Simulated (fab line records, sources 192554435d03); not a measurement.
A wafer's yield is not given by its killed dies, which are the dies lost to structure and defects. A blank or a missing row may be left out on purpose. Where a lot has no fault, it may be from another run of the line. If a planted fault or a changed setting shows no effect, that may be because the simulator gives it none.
Which tool did it?	flow n5 finfet	11 lots, 32 wafers sampled, at 5 steps of a route of 1938

WHAT THE GAUGES READ, wafer by wafer
N5_BEOL_M4_RC_MEAS_101. Usual: DIBL_N 37.5 mV/V, standard deviation 1.9; DIBL_P 37.3 mV/V, standard deviation 2.4; IOFF_N 0.18 nA/um, standard deviation 0.038; IOFF_P 0.23 nA/um, standard deviation 0.045; ION_N 677 uA/um, standard deviation 11; ION_P 464 uA/um, standard deviation 8.1; SS_N 72.0 mV/dec, standard deviation 0.68; SS_P 73.5 mV/dec, standard deviation 0.77; VT_N 249 mV, standard deviation 3.3; VT_P -249 mV, standard deviation 3.6.
lot	measured	on	DIBL_N (mV/V)	DIBL_P (mV/V)	IOFF_N (nA/um)	IOFF_P (nA/um)	ION_N (uA/um)	ION_P (uA/um)	SS_N (mV/dec)	SS_P (mV/dec)	VT_N (mV)	VT_P (mV)	flag
L397	day 8 00:23	prober-02	38.1 40.4 37.6	37.5 40.1 36.8	0.18 0.23 0.17	0.20 0.24 0.19	672 687 665	449 465 451	72.3 73.4 71.6	73.7 73.7 73.8	250 248 252	-251 -249 -254	
L401	day 8 20:15	prober-02	35.6 39.6 39.7	35.8 39.9 39.8	0.12 0.19 0.20	0.18 0.25 0.24	663 674 679	458 467 464	71.6 72.5 72.7	72.7 74.1 74.1	257 251 249	-254 -246 -252	
L402	day 9 04:13	prober-01	38.2 36.4	37.2 35.1	0.18 0.15	0.25 0.22	685 673	471 469	71.5 71.0	73.8 72.5	247 248	-247 -250	
L403	day 9 01:01	prober-01	39.0 34.3 36.0	39.5 33.8 36.2	0.21 0.13 0.14	0.20 0.14 0.17	683 658 676	456 449 460	72.3 70.8 71.4	73.6 71.8 73.1	246 251 251	-256 -256 -253	
L404	day 9 20:13	prober-01	35.6 38.9 38.5	35.0 37.3 36.6	0.16 0.21 0.21	0.25 0.29 0.26	682 692 687	478 481 469	71.4 71.5 72.3	74.2 74.3 74.1	247 248 248	-246 -244 -245	
L406	day 10 06:16	prober-02	37.2 37.7 37.5	37.5 37.4 37.3	0.18 0.19 0.17	0.25 0.24 0.23	673 674 669	469 467 461	71.4 72.3 71.2	73.7 74.2 74.2	250 252 249	-247 -247 -249	
L412	day 12 03:10	prober-01	36.8 37.4 34.9	35.2 34.8 33.6	0.17 0.18 0.14	0.23 0.24 0.19	682 676 663	467 470 454	71.5 72.2 71.0	72.5 73.2 72.4	251 251 251	-245 -246 -250	
L414	day 12 11:52	prober-01	37.7 32.6 38.4	40.0 33.0 40.1	0.19 0.11 0.21	0.29 0.19 0.32	687 666 680	478 473 476	71.9 70.6 71.7	74.0 71.4 73.3	248 254 246	-243 -249 -243	
L415	day 13 02:58	prober-02	40.4 34.6 39.7	40.5 33.0 38.5	0.23 0.11 0.23	0.27 0.16 0.24	687 658 690	463 459 463	72.3 71.4 72.9	74.8 72.1 74.0	244 257 244	-250 -255 -246	
L418	day 13 10:32	prober-01	35.9 34.5 38.4	35.1 32.9 39.1	0.15 0.13 0.22	0.20 0.17 0.30	672 650 701	460 450 482	72.0 71.4 72.4	74.0 72.2 73.5	250 253 244	-250 -253 -243	
L419	day 13 12:23	prober-02	38.9 36.0 34.5	38.9 36.7 36.0	0.22 0.15 0.13	0.25 0.21 0.20	682 675 664	458 466 462	72.6 71.9 71.6	73.9 72.7 73.4	248 249 253	-249 -248 -250	

WHICH TOOL RAN EACH LOT (tool, then ch and the chambers of the sampled wafers, then the start)
lot	N5_BEOL_M1_PRE_CLEAN_45	N5_BEOL_M1_SPUTTER_81	N5_BEOL_M1_SPUTTER_86	N5_BEOL_M1_ANNEAL_93
L397	pvd sputter-03, day 6 07:15	pvd sputter-02, day 6 08:21	pvd sputter-02, day 6 08:34	pvd sputter-02, day 6 09:19
L401	pvd sputter-01, day 7 12:33	pvd sputter-03, day 7 13:34	pvd sputter-03, day 7 13:47	pvd sputter-03, day 7 14:31
L402	pvd sputter-01, day 7 13:05	pvd sputter-01, day 7 15:43	pvd sputter-01, day 7 15:56	pvd sputter-01, day 7 16:42
L403	pvd sputter-03, day 7 15:32	pvd sputter-03, day 7 16:31	pvd sputter-03, day 7 16:44	pvd sputter-03, day 7 17:29
L404	pvd sputter-02, day 8 02:50	pvd sputter-01, day 8 03:55	pvd sputter-01, day 8 04:08	pvd sputter-01, day 8 04:55
L406	pvd sputter-02, day 8 16:33	pvd sputter-03, day 8 19:19	pvd sputter-03, day 8 19:32	pvd sputter-03, day 8 20:17
L412	pvd sputter-01, day 10 02:12	pvd sputter-01, day 10 03:20	pvd sputter-01, day 10 03:35	pvd sputter-01, day 10 04:25
L414	pvd sputter-01, day 10 08:17	pvd sputter-02, day 10 11:05	pvd sputter-02, day 10 11:18	pvd sputter-02, day 10 12:02
L415	pvd sputter-02, day 10 18:20	pvd sputter-01, day 10 20:38	pvd sputter-01, day 10 20:51	pvd sputter-01, day 10 21:35
L418	pvd sputter-03, day 11 15:20	pvd sputter-02, day 11 18:18	pvd sputter-02, day 11 18:31	pvd sputter-02, day 11 19:16
L419	pvd sputter-03, day 11 21:18	pvd sputter-01, day 11 22:25	pvd sputter-01, day 11 22:38	pvd sputter-01, day 11 23:23
- N5_BEOL_M1_PRE_CLEAN_45: time 30 s.
- N5_BEOL_M1_SPUTTER_81: material Cu, target thk 4.5 nm, time 8.29 s.
- N5_BEOL_M1_SPUTTER_86: material Cu, target thk 4.5 nm, time 8.29 s.
- N5_BEOL_M1_ANNEAL_93: time 240 s.

AS READ BY THE TOOLS THEMSELVES (means over the sampled wafers that have a number; for cases with no such wafer, the mark the record gives instead)
N5_BEOL_M1_PRE_CLEAN_45. Usual: 329 W for heater power w, sd 35.
lot	tool	heater power w (W)	flag
L397	pvd sputter-03	324	
L401	pvd sputter-01	346	
L402	pvd sputter-01	348	
L403	pvd sputter-03	302	
L404	pvd sputter-02	377	
L406	pvd sputter-02	362	
L412	pvd sputter-01	305	
L414	pvd sputter-01	324	
L415	pvd sputter-02	331	
L418	pvd sputter-03	316	
L419	pvd sputter-03	325	

N5_BEOL_M1_SPUTTER_81. Usual: chamber pressure pa 0.07002 Pa, standard deviation 0.00014; chuck gas flow sccm 1.27 sccm, standard deviation 0.056; throttle valve pct 29.9 %, standard deviation 1.
lot	tool	chamber pressure pa (Pa)	chuck gas flow sccm (sccm)	throttle valve pct (%)	flag
L397	pvd sputter-02	0.06998	1.32	30.4	
L401	pvd sputter-03	0.07002	1.23	30.3	
L402	pvd sputter-01	0.07004	1.23	30.2	
L403	pvd sputter-03	0.06998	1.31	30.0	
L404	pvd sputter-01	0.06990	1.28	29.4	
L406	pvd sputter-03	0.06997	1.23	30.4	
L412	pvd sputter-01	0.07009	1.24	30.2	
L414	pvd sputter-02	0.06988	1.31	30.5	
L415	pvd sputter-01	0.07004	1.24	29.3	
L418	pvd sputter-02	0.07011	1.26	30.3	
L419	pvd sputter-01	0.07002	1.29	29.1	

N5_BEOL_M1_SPUTTER_86. Usual: chamber pressure pa 0.06999 Pa, standard deviation 0.00015; chuck gas flow sccm 1.26 sccm, standard deviation 0.051; throttle valve pct 30.0 %, standard deviation 1.
lot	tool	chamber pressure pa (Pa)	chuck gas flow sccm (sccm)	throttle valve pct (%)	flag
L397	pvd sputter-02	0.07002	1.30	30.4	
L401	pvd sputter-03	0.07003	1.24	30.4	
L402	pvd sputter-01	0.06992	1.24	30.1	
L403	pvd sputter-03	-	-	-	OFF
L404	pvd sputter-01	-	-	-	OFF
L406	pvd sputter-03	0.07013	1.27	30.4	
L412	pvd sputter-01	0.07003	1.25	30.2	
L414	pvd sputter-02	0.06999	1.27	30.3	
L415	pvd sputter-01	0.06998	1.22	29.4	
L418	pvd sputter-02	0.07003	1.27	30.3	
L419	pvd sputter-01	0.06998	1.25	29.2	

N5_BEOL_M1_ANNEAL_93. Usual: 818 W for heater power w, sd 89.
lot	tool	heater power w (W)	flag
L397	pvd sputter-02	893	
L401	pvd sputter-03	753	
L402	pvd sputter-01	802	
L403	pvd sputter-03	793	
L404	pvd sputter-01	807	
L406	pvd sputter-03	745	
L412	pvd sputter-01	720	
L414	pvd sputter-02	952	
L415	pvd sputter-01	757	
L418	pvd sputter-02	796	
L419	pvd sputter-01	724	

THE ANSWER, worked out from the rows above alone
Rule: a lot is off if the mean of its wafers that have a number lies more than 3 standard deviations from the usual mean. A lot without any number at a reading at which 4 lots or more have one is off too. Any other lot the step has rows for is counted as sound. Order of review: gauges by route order, followed by the tools' own readings, for which a lot's mean as printed above is used. At the first step where some lot is off, the reading lying furthest off is the one used; lots without a number count as furthest.
Off at N5_BEOL_M1_SPUTTER_86 (chamber pressure pa): L403, L404. Without a number there: L403, L404.
A tool fits if, at that step or a process step before it, it ran every lot that is off, and no sound lot after the first of them. Not one of the candidates tried fits.

WHAT THE SIMULATOR PUT IN
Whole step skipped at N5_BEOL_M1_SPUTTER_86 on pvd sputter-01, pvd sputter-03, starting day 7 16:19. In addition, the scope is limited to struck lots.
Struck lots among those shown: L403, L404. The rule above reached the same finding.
